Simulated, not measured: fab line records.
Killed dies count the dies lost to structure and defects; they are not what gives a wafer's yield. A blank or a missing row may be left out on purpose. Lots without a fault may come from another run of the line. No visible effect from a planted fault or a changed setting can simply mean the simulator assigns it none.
fab line records ; flow n5_finfet
record: lots: 7; wafers: 19; last_day: 19
route steps=1938 shown BEOL_M15@1777 PASSIVATION@1936
lots with no fault: from the same line, run without faults
start_h: start of the lot's first displayed wafer, in hours after the record's first day ; wait_h: how many hours have passed since the lot's step before this one ; " same as the row above ; L1.1+2: a single row standing in for several wafers ; - no value present, or no start provided ; * or withheld: withheld ; < > ~ a bound
route shown NAME@n: NAME is a module with steps in the file, n the number in the route of the first one ; usual: the fault-free wafers' mean and standard deviation ; same: alike in all rows ; chamber/n: place in a boat ; sites: per-site readings ; _std_site: standard deviation across them ; _edge_site: outer sites' mean less inner sites' ; radius_mm: how far each site lies from the wafer's centre ; mask NAME#n: copy n ; behind: tool/chamber where the wafer was last shaped ; hold: why the lot was held/for how many hours/how that ended ; device: whichever transistor did not switch (one of n, p or np) ; end of line: the tests these same wafers got at the end of their route ; a step with no rows: only its recipe ; killed: not the wafer's yield, but the dies lost to structure and defects at the first sort ; map: the dies of a wafer, with x for killed, . for not killed, _ for no die there
set.NAME: the setting that was run; set.NAME@STEP: the one run at that earlier step ; model.NAME: the simulator's own value behind a step, which no gauge read
certain route steps with their lots: each step a table, each wafer a row
services: a tool's chamber out of use, with start hour (start_h, from the record's first day; less than 0 if before it), hours out, and reason
== steps ==
step: N5_BEOL_M15_EBR_06
recipe: solvent: PGMEA; ebr_width_mm: 1.5
step: N5_BEOL_M15_SOFTBAKE_05
recipe: temp_c: 130; time_s: 60
step: N5_BEOL_M15_EXPOSE_07
recipe: mask_id: V14; na: 0.8; source_shape: annular; sigma_inner: 0.5; sigma_outer: 0.8; polarization: unpolarized; attpsm_phase_deg: 180; dose_mj: 41.25
step: N5_BEOL_M15_PEB_08
recipe: peb_temp_c: 130; peb_time_s: 90
step: N5_BEOL_M15_DEVELOP_09
recipe: develop_time_s: 45; rinse_liquid: diw; dry: air_spin; dev_temp_c: 21
step: N5_BEOL_M15_HARDBAKE_14
recipe: temp_c: 130; time_s: 120
step: N5_BEOL_M15_CD_MEAS_10
recipe: target_cd_nm: 360; landing_energy_ev: 500; detector: se_inlens; polarity: opening
usual: cd_nm: 358.6/2.5
lot.wafer;tool;chamber;start_h;wait_h;cd_nm
L789.1;cd_sem-01;0;384.28;-;357.8
L789.5;cd_sem-01;0;384.28;-;355.0
L789.6;cd_sem-01;0;384.28;-;361.5
L792.2;cd_sem-02;0;393.90;-;354.9
L792.4;cd_sem-02;0;393.90;-;361.6
L792.5;cd_sem-02;0;393.90;-;357.3
L795.1;cd_sem-01;0;398.07;-;354.2
L795.2;cd_sem-01;0;398.07;-;360.0
L796.1;cd_sem-03;0;410.19;-;356.9
L796.2;cd_sem-03;0;410.19;-;357.8
L796.4;cd_sem-03;0;410.19;-;356.5
L799.3;cd_sem-03;0;427.47;-;365.4
L799.4;cd_sem-03;0;427.47;-;357.7
L799.6;cd_sem-03;0;427.47;-;363.6
L801.2;cd_sem-02;0;427.63;-;357.9
L801.3;cd_sem-02;0;427.63;-;356.8
L797.3;cd_sem-02;0;434.33;-;361.6
L797.4;cd_sem-02;0;434.33;-;358.7
L797.5;cd_sem-02;0;434.33;-;359.5
step: N5_BEOL_M15_OVL_MEAS_11
recipe: points_per_wafer: 44
usual: V14_OVL: 3/5.6
lot.wafer;tool;chamber;start_h;wait_h;V14_OVL[nm]
L789.1;overlay-01;0;384.31;0.0;8
L789.5;overlay-01;0;384.31;0.0;5
L789.6;overlay-01;0;384.31;0.0;1
L792.2;overlay-01;0;393.93;0.0;3
L792.4;overlay-01;0;393.93;0.0;2
L792.5;overlay-01;0;393.93;0.0;1
L795.1;overlay-01;0;398.10;0.0;7
L795.2;overlay-01;0;398.10;0.0;3
L796.1;overlay-01;0;410.22;0.0;6
L796.2;overlay-01;0;410.22;0.0;10
L796.4;overlay-01;0;410.22;0.0;10
L799.3;overlay-02;0;427.50;0.0;4
L799.4;overlay-02;0;427.50;0.0;3
L799.6;overlay-02;0;427.50;0.0;0
L801.2;overlay-02;0;427.66;0.0;-1
L801.3;overlay-02;0;427.66;0.0;9
L797.3;overlay-02;0;434.35;0.0;8
L797.4;overlay-02;0;434.35;0.0;8
L797.5;overlay-02;0;434.35;0.0;13
step: N5_BEOL_M15_INSPECT_12
recipe: mode: adi; inspect_instrument: macro
usual: raw_defect_count: 1.9/1.4
lot.wafer;tool;chamber;start_h;wait_h;raw_defect_count
L789.1;defect_inspect-02;-;384.34;0.0;0
L789.5;defect_inspect-02;-;384.34;0.0;1
L789.6;defect_inspect-02;-;384.34;0.0;2
L792.2;defect_inspect-01;-;393.96;0.0;5
L792.4;defect_inspect-01;-;393.96;0.0;5
L792.5;defect_inspect-01;-;393.96;0.0;2
L795.1;defect_inspect-01;-;398.12;0.0;1
L795.2;defect_inspect-01;-;398.12;0.0;3
L796.1;defect_inspect-01;-;410.25;0.0;2
L796.2;defect_inspect-01;-;410.25;0.0;1
L796.4;defect_inspect-01;-;410.25;0.0;4
L799.3;defect_inspect-02;-;427.52;0.0;2
L799.4;defect_inspect-02;-;427.52;0.0;2
L799.6;defect_inspect-02;-;427.52;0.0;3
L801.2;defect_inspect-01;-;427.68;0.0;1
L801.3;defect_inspect-01;-;427.68;0.0;5
L797.3;defect_inspect-02;-;434.38;0.0;0
L797.4;defect_inspect-02;-;434.38;0.0;0
L797.5;defect_inspect-02;-;434.38;0.0;1
step: N5_BEOL_M15_DESCUM_15
recipe: chemistry: O2; time_s: 7.9; source_power_w: 50; bias_power_w: 20; pressure_mtorr: 20; rf_frequency_hz: 2.712e+07; temp_c: 40; o2_flow_sccm: 225
usual: drypump_motor_current_A: 5.7/0.41; oes_product_au: 0.78/0.085; rf_vpp_V: 243.3/1.5; showerhead_plenum_p_Torr: 2.09/0.083; throttle_valve_pct: 20.4/0.34
lot.wafer;tool;chamber;start_h;wait_h;drypump_motor_current_A;oes_product_au;rf_hours_counter_h;rf_vpp_V;showerhead_plenum_p_Torr;throttle_valve_pct
L789.1;rie_diel-02;1;385.09;0.8;4.8;0.73;203;243.8;2.10;21.0
L789.5;rie_diel-02;0;385.09;0.8;5.8;0.77;-;241.5;2.00;20.4
L789.6;rie_diel-02;3;385.09;0.8;5.4;0.77;-;243.3;2.21;20.2
L792.2;rie_diel-03;0;393.99;0.0;5.2;0.84;56;241.9;2.02;20.4
L792.4;rie_diel-03;3;393.99;0.0;6.5;0.69;197;243.7;2.09;20.5
L792.5;rie_diel-03;1;393.99;0.0;5.9;0.90;-;242.3;2.13;20.1
L795.1;rie_diel-03;0;398.30;0.2;5.2;0.83;58;242.2;2.02;20.4
L795.2;rie_diel-03;1;398.30;0.2;5.9;0.89;34;245.4;2.13;20.0
L796.1;rie_diel-02;0;410.28;0.0;5.8;0.74;148;240.8;1.99;20.4
L796.2;rie_diel-02;3;410.28;0.0;5.4;0.75;116;245.5;2.20;20.2
L796.4;rie_diel-02;1;410.28;0.0;4.8;0.72;214;242.4;2.10;21.0
L799.3;rie_diel-02;1;427.56;0.0;4.8;0.72;220;243.2;2.10;21.0
L799.4;rie_diel-02;2;427.56;0.0;5.8;0.95;9;245.7;2.23;20.5
L799.6;rie_diel-02;3;427.56;0.0;5.4;0.75;-;245.5;2.20;20.2
L801.2;rie_diel-06;1;427.72;0.0;5.6;0.71;209;240.9;2.00;21.1
L801.3;rie_diel-06;3;427.72;0.0;5.4;0.84;69;245.6;2.18;20.5
L797.3;rie_diel-02;0;434.46;0.1;5.8;0.75;157;242.4;1.99;20.5
L797.4;rie_diel-02;3;434.46;0.1;5.4;0.75;125;244.6;2.20;20.2
L797.5;rie_diel-02;1;434.46;0.1;4.8;0.71;-;244.0;2.10;21.0
step: N5_BEOL_M15_ETCH_59
recipe: chemistry: N2/H2; target: BARC; target_depth_a: 890; overetch_a: 267; time_s: 67.9; ion_energy_ev: 200; pressure_mtorr: 30; source_w: 840; bias_w: 150; n2_flow_sccm: 200; h2_flow_sccm: 200
usual: drypump_motor_current_A: 5.7/0.41; oes_product_au: 0.67/0.069; rf_vpp_V: 524.0/2.8; showerhead_plenum_p_Torr: 2.54/0.11; throttle_valve_pct: 17.79/0.29
lot.wafer;tool;chamber;start_h;wait_h;drypump_motor_current_A;oes_product_au;rf_hours_counter_h;rf_vpp_V;showerhead_plenum_p_Torr;throttle_valve_pct
L789.1;rie_diel-02;1;385.13;0.0;4.8;0.62;203;522.4;2.51;18.20
L789.5;rie_diel-02;0;385.13;0.0;5.8;0.66;-;522.4;2.42;17.79
L789.6;rie_diel-02;3;385.13;0.0;5.4;0.66;-;527.9;2.66;17.65
L792.2;rie_diel-03;0;394.03;0.0;5.2;0.70;56;521.8;2.47;17.78
L792.4;rie_diel-03;3;394.03;0.0;6.5;0.61;197;523.2;2.51;17.79
L792.5;rie_diel-03;1;394.03;0.0;5.9;0.77;-;524.8;2.59;17.52
L795.1;rie_diel-03;0;398.34;0.0;5.3;0.70;58;522.0;2.47;17.78
L795.2;rie_diel-03;1;398.34;0.0;5.9;0.77;34;524.8;2.59;17.53
L796.1;rie_diel-02;0;410.32;0.0;5.8;0.64;148;520.9;2.42;17.80
L796.2;rie_diel-02;3;410.32;0.0;5.4;0.66;116;526.2;2.66;17.67
L796.4;rie_diel-02;1;410.32;0.0;4.8;0.62;214;522.9;2.51;18.21
L799.3;rie_diel-02;1;427.59;0.0;4.8;0.61;220;523.6;2.51;18.23
L799.4;rie_diel-02;2;427.59;0.0;5.8;0.82;9;530.1;2.73;17.99
L799.6;rie_diel-02;3;427.59;0.0;5.4;0.65;-;525.8;2.66;17.69
L801.2;rie_diel-06;1;427.75;0.0;5.7;0.62;209;520.1;2.39;18.21
L801.3;rie_diel-06;3;427.75;0.0;5.4;0.72;69;528.1;2.70;18.24
L797.3;rie_diel-02;0;434.50;0.0;5.8;0.64;157;521.8;2.41;17.84
L797.4;rie_diel-02;3;434.50;0.0;5.4;0.65;125;526.1;2.65;17.69
L797.5;rie_diel-02;1;434.50;0.0;4.8;0.61;-;523.9;2.50;18.24
step: N5_BEOL_M15_VIA_ETCH_16
recipe: chemistry: C4F8/O2/Ar; target: SiO2; he_inner_torr: 15; he_outer_torr: 30; target_depth_a: 17922; time_s: withheld; ion_energy_ev: 800; pressure_mtorr: 20; source_w: 1905; bias_w: 2040; Ar_flow_sccm: 400; C4F8_flow_sccm: 16; O2_flow_sccm: 12; ends: cleared
usual: drypump_motor_current_A: 5.7/0.41; oes_o_777_au: 0.80/0.085; oes_product_au: 0.71/0.078; rf_vpp_V: 2216/59; showerhead_plenum_p_Torr: 3.46/0.12; throttle_valve_pct: 30.9/0.46
lot.wafer;tool;chamber;start_h;wait_h;drypump_motor_current_A;oes_o_777_au;oes_product_au;rf_vpp_V;showerhead_plenum_p_Torr;throttle_valve_pct
L789.1;rie_diel-02;1;385.18;0.0;4.8;0.79;0.66;2180;3.46;31.6
L789.5;rie_diel-02;0;385.18;0.0;5.8;0.75;0.70;2194;3.36;31.3
L789.6;rie_diel-02;3;385.18;0.0;5.4;0.81;0.69;2225;3.59;30.5
L792.2;rie_diel-03;0;394.08;0.0;5.2;0.84;0.76;2088;3.35;30.9
L792.4;rie_diel-03;3;394.08;0.0;6.5;0.71;0.63;2239;3.46;31.0
L792.5;rie_diel-03;1;394.08;0.0;5.9;0.93;0.82;2244;3.49;30.5
L795.1;rie_diel-03;0;398.39;0.0;5.2;0.84;0.76;2089;3.35;30.9
L795.2;rie_diel-03;1;398.39;0.0;5.9;0.92;0.81;2244;3.49;30.5
L796.1;rie_diel-02;0;410.37;0.0;5.8;0.75;0.68;2194;3.35;31.3
L796.2;rie_diel-02;3;410.37;0.0;5.4;0.80;0.69;2225;3.59;30.5
L796.4;rie_diel-02;1;410.37;0.0;4.9;0.78;0.65;2178;3.46;31.7
L799.3;rie_diel-02;1;427.64;0.0;4.8;0.78;0.65;2178;3.45;31.6
L799.4;rie_diel-02;2;427.64;0.0;5.9;0.89;0.86;2322;3.67;31.1
L799.6;rie_diel-02;3;427.64;0.0;5.4;0.80;0.68;2226;3.59;30.5
L801.2;rie_diel-06;1;427.80;0.0;5.6;0.71;0.65;2208;3.32;31.8
L801.3;rie_diel-06;3;427.80;0.0;5.4;0.83;0.78;2301;3.63;31.4
L797.3;rie_diel-02;0;434.55;0.0;5.8;0.74;0.68;2194;3.35;31.4
L797.4;rie_diel-02;3;434.55;0.0;5.4;0.79;0.68;2224;3.58;30.6
L797.5;rie_diel-02;1;434.55;0.0;4.8;0.78;0.64;2179;3.45;31.6
step: N5_BEOL_M15_STRIP_63
recipe: chemistry: O2; power_w: 600; temp_c: 60; pressure_mtorr: 30; rf_frequency_hz: 6e+07; bias_power_w: 0; overash_fraction: 0.3; o2_flow_sccm: 225
usual: chamber_pressure_mTorr: 30.00/0.048; drypump_motor_current_A: 5.7/0.41; oes_product_au: 0.78/0.085; rf_vpp_V: 3.6/0.75; showerhead_plenum_p_Torr: 2.10/0.083; throttle_valve_pct: 16.6/0.32
lot.wafer;tool;chamber;start_h;wait_h;chamber_pressure_mTorr;drypump_motor_current_A;oes_product_au;rf_hours_counter_h;rf_vpp_V;showerhead_plenum_p_Torr;throttle_valve_pct
L789.1;rie_diel-02;1;385;-;30.01;4.8;0.73;204;3.4;2.11;17.1
L789.5;rie_diel-02;0;385;-;30.02;5.8;0.76;-;4.3;2.00;16.7
L789.6;rie_diel-02;3;385;-;29.92;5.4;0.77;-;3.0;2.21;16.5
L792.2;rie_diel-03;0;394;-;30.04;5.2;0.83;56;4.1;2.03;16.6
L792.4;rie_diel-03;3;394;-;29.97;6.5;0.68;197;3.2;2.09;16.8
L792.5;rie_diel-03;1;394;-;30.01;5.9;0.90;-;3.8;2.13;16.3
L795.1;rie_diel-03;0;398;-;30.02;5.2;0.83;59;3.6;2.03;16.6
L795.2;rie_diel-03;1;398;-;30.07;5.9;0.90;34;4.3;2.13;16.3
L796.1;rie_diel-02;0;410;-;39.01;5.8;0.76;148;3.5;2.00;16.7
L796.2;rie_diel-02;3;410;-;38.97;5.4;0.75;116;4.1;2.21;16.5
L796.4;rie_diel-02;1;410;-;39.04;4.8;0.72;214;3.9;2.10;17.1
L799.3;rie_diel-02;1;427;-;38.94;4.8;0.71;220;2.3;2.10;17.2
L799.4;rie_diel-02;2;427;-;38.95;5.8;0.94;9;3.8;2.23;16.7
L799.6;rie_diel-02;3;427;-;39.01;5.4;0.74;-;4.2;2.21;16.5
L801.2;rie_diel-06;1;428;-;29.99;5.7;0.71;210;4.1;2.00;17.3
L801.3;rie_diel-06;3;428;-;30.01;5.4;0.84;69;3.0;2.18;16.7
L797.3;rie_diel-02;0;434;-;38.97;5.8;0.74;157;2.1;1.99;16.7
L797.4;rie_diel-02;3;434;-;39.00;5.4;0.75;125;3.2;2.21;16.5
L797.5;rie_diel-02;1;434;-;39.00;4.8;0.70;-;3.3;2.10;17.2
step: N5_BEOL_M15_STRIP_64
recipe: chemistry: O2; power_w: 600; temp_c: 60; pressure_mtorr: 30; rf_frequency_hz: 6e+07; bias_power_w: 0; overash_fraction: 0.3; o2_flow_sccm: 225
usual: chamber_pressure_mTorr: 30.000/0.026; drypump_motor_current_A: 5.7/0.41; oes_product_au: 0.78/0.086; rf_vpp_V: 3.7/0.51; showerhead_plenum_p_Torr: 2.10/0.083; throttle_valve_pct: 16.6/0.32
lot.wafer;tool;chamber;start_h;wait_h;chamber_pressure_mTorr;drypump_motor_current_A;oes_product_au;rf_hours_counter_h;rf_vpp_V;showerhead_plenum_p_Torr;throttle_valve_pct
L789.1;rie_diel-02;1;-;-;30.050;4.8;0.73;204;3.3;2.11;17.1
L789.5;rie_diel-02;0;-;-;30.019;5.8;0.76;-;3.9;2.00;16.7
L789.6;rie_diel-02;3;-;-;30.015;5.4;0.77;-;3.6;2.21;16.5
L792.2;rie_diel-03;0;-;-;30.016;5.2;0.84;57;3.2;2.03;16.6
L792.4;rie_diel-03;3;-;-;30.020;6.5;0.69;198;3.8;2.09;16.8
L792.5;rie_diel-03;1;-;-;30.020;5.9;0.90;-;3.7;2.13;16.3
L795.1;rie_diel-03;0;-;-;29.964;5.2;0.84;59;3.2;2.03;16.6
L795.2;rie_diel-03;1;-;-;30.025;5.9;0.89;34;3.3;2.13;16.3
L796.1;rie_diel-02;0;-;-;29.987;5.8;0.75;148;3.9;2.00;16.7
L796.2;rie_diel-02;3;-;-;30.006;5.4;0.75;116;3.5;2.21;16.5
L796.4;rie_diel-02;1;-;-;30.005;4.8;0.73;214;3.8;2.10;17.1
L799.3;rie_diel-02;1;-;-;30.035;4.8;0.71;220;4.1;2.10;17.2
L799.4;rie_diel-02;2;-;-;30.016;5.8;0.95;9;3.7;2.23;16.7
L799.6;rie_diel-02;3;-;-;30.013;5.4;0.76;-;3.6;2.21;16.5
L801.2;rie_diel-06;1;-;-;29.987;5.6;0.72;210;3.8;2.00;17.3
L801.3;rie_diel-06;3;-;-;29.993;5.4;0.84;69;4.4;2.19;16.7
L797.3;rie_diel-02;0;-;-;29.940;5.8;0.75;157;3.8;1.99;16.7
L797.4;rie_diel-02;3;-;-;30.008;5.4;0.73;125;4.9;2.21;16.5
L797.5;rie_diel-02;1;-;-;29.999;4.9;0.70;-;4.1;2.10;17.2
step: N5_PASSIVATION_PROBE_49
usual: defect_limited_yield: 91.1/1.4; killed_at_M0_to_M3: 34/9.6; killed_at_M4_up: 15/5.3; killed_at_contacts: 12/6.1; killed_at_front_end: 40/11; killed_at_other: 3.5/2.8; killed_dies: 105/17; killed_open: 70/12; killed_short: 34/7.7; sort_bin_4_leakage: 0.01/0.07; sort_bin_5_function: 5.2/0.97; sort_bin_6_memory: 3.4/0.62; sort_n_pass: 1075/17; sort_yield_pct: 91.1/1.4
same: gross_dies: 1180; killed_at_back_side: 0; sort_bin_8_speed[%]: 0
lot.wafer;tool;chamber;start_h;wait_h;defect_limited_yield[%];killed_at_M0_to_M3;killed_at_M4_up;killed_at_contacts;killed_at_front_end;killed_at_other;killed_dies;killed_open;killed_short;sort_bin_4_leakage[%];sort_bin_5_function[%];sort_bin_6_memory[%];sort_n_pass;sort_yield_pct[%]
L799.3;prober-01;-;450.49;0.1;94.1;26;4;6;32;2;70;47;21;0;3.6;2.0;1110;94.1
L799.4;prober-01;-;450.54;0.2;91.4;22;13;7;54;6;102;65;31;0;4.7;3.5;1078;91.4
L799.6;prober-01;-;450.64;0.3;91.4;42;9;17;33;1;102;70;27;0;4.8;3.7;1078;91.4
L797.3;prober-01;-;454.57;0.4;88.6;43;17;22;48;4;134;89;39;0;6.3;4.3;1046;88.6
L797.4;prober-01;-;454.62;0.4;91.4;44;5;10;40;3;102;62;40;0;4.7;3.7;1078;91.4
L797.5;prober-01;-;454.67;0.5;91.9;36;10;18;31;0;95;66;29;0;5.0;2.9;1085;91.9
killed by level:class
L799.3 BEOL_M2:geometric_particle:open=7 FIN_SAQP:geometric_particle:short=7 DUMMY_GATE:geometric_particle:open=5 MOL_CONTACT_COAG:geometric_particle:open=5 STARTING-WAFER:geometric_particle:open=5 FIN_SAQP:geometric_particle:open=4 STI_FIN_REVEAL:geometric_particle:open=4 BEOL_M1:geometric_particle:open=4
L799.4 FIN_SAQP:geometric_particle:short=15 FIN_SAQP:geometric_particle:open=12 STI_FIN_REVEAL:geometric_particle:open=10 BEOL_M2:geometric_particle:open=8 BEOL_M4:geometric_particle:open=8 MOL_CONTACT_COAG:geometric_particle:open=6 BEOL_M1:geometric_particle:open=5 HKMG_FIN:area_etch=5
L799.6 MOL_CONTACT_COAG:geometric_particle:open=16 BEOL_M1:geometric_particle:open=10 BEOL_M0_SAQP:geometric_particle:short=8 BEOL_M2:geometric_particle:open=8 FIN_SAQP:geometric_particle:open=7 BEOL_M3:geometric_particle:open=7 FIN_SAQP:geometric_particle:short=6 STI_FIN_REVEAL:geometric_particle:open=5
L797.3 MOL_CONTACT_COAG:geometric_particle:open=18 BEOL_M4:geometric_particle:open=12 BEOL_M1:geometric_particle:open=10 BEOL_M2:geometric_particle:open=8 FIN_SAQP:geometric_particle:open=7 FIN_SAQP:geometric_particle:short=7 BEOL_M3:geometric_particle:open=6 STARTING-WAFER:geometric_particle:open=6
L797.4 FIN_SAQP:geometric_particle:short=12 FIN_SAQP:geometric_particle:open=9 BEOL_M2:geometric_particle:open=8 BEOL_M0:geometric_particle:open=7 BEOL_M3:geometric_particle:open=7 MOL_CONTACT_COAG:geometric_particle:open=6 STI_FIN_REVEAL:geometric_particle:open=4 MOL_CONTACT_COAG:geometric_particle:short=4
L797.5 MOL_CONTACT_COAG:geometric_particle:open=14 BEOL_M2:geometric_particle:open=14 BEOL_M1:geometric_particle:open=10 FIN_SAQP:geometric_particle:short=7 FIN_SAQP:geometric_particle:open=6 GATE_CUT:geometric_particle:open=5 STI_FIN_REVEAL:geometric_particle:open=4 MOL_CONTACT_COAG:geometric_particle:short=4
== services ==
tool;chamber;start_h;hours;kind
rie_diel-03;2;363.34;-;clean
rie_diel-03;2;363.34;-;consumable_replace:focus_ring
rie_diel-03;2;363.34;-;consumable_replace:showerhead
rie_diel-03;2;363.34;22.2;scheduled_down
rie_diel-03;2;363.34;22.2;vent_cycle
rie_diel-02;2;383.25;-;clean
rie_diel-02;2;383.25;-;consumable_replace:focus_ring
rie_diel-02;2;383.25;-;consumable_replace:showerhead
rie_diel-02;2;383.25;17.0;scheduled_down
rie_diel-02;2;383.25;17.0;vent_cycle
== key ==
first_sign: step: N5_BEOL_M15_STRIP_63; reading: chamber_pressure_mTorr; direction: up; sigmas: 99+; usual: *; struck: *
effect none on later readings
met_at N5_BEOL_M15_STRIP_63
struck_wafers L796.1,L796.2,L796.4,L797.3,L797.4,L797.5,L799.3,L799.4,L799.6
onset_between 385 410
fault: kind: process_parameter_drift; tool: rie_diel-02; chamber: -; onset_h: 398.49; steps: N5_BEOL_M15_STRIP_63; channel: pressure_mtorr; offset: *; shape: step; end_h: 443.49; acts_in: *; stated: *
